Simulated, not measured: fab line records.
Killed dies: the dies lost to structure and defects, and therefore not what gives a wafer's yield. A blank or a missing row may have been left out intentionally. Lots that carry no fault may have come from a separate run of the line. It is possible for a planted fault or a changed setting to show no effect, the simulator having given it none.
Chamber matching	flow n5_finfet	4 sister chambers for N5_BEOL_M0_SAQP_ETCH_101 on rie_diel-03
The step etches SiNx in CH3F/O2, target depth 29.9 nm, time 42.7 s. 4 wafers are shown with their chamber, then 7 later ones without.

== WAFERS WITH THEIR CHAMBER ==
wafer	chamber	showerhead_plenum_p_Torr (Torr)
L087.5	1	2.08
L090.6	3	1.93
L093.2	0	2.03
L093.4	2	2.13

== WAFERS WHOSE CHAMBER IS MISSING ==
wafer	showerhead_plenum_p_Torr (Torr)
L093.5	1.93
L092.1	1.93
L092.2	2.13
L092.5	2.13
L097.2	1.93
L097.3	2.12
L097.5	2.03

== WHICH CHAMBER EACH ONE RAN IN ==
wafer	from the rows above	in truth
L093.5	3	3
L092.1	3	3
L092.2	2	2
L092.5	2	2
L097.2	3	3
L097.3	2	2
L097.5	0	0
Correctly placed: 7 of 7. From these rows, 0 cannot be placed. Number placed wrongly: 0.
How it was worked out, from the rows above alone: a wafer's distance from a chamber is the root of the sum, over the readings, of the square of ((its reading less the chamber's mean) divided by the reading's scatter). The wafer belongs to the nearest chamber; if the next one is less than 2 further off, it can't be placed. Each chamber's mean is taken over the wafers shown for it. The scatter: with one shown wafer a chamber, the root of the mean of the squares of how far each hidden wafer lies from its nearest shown one.
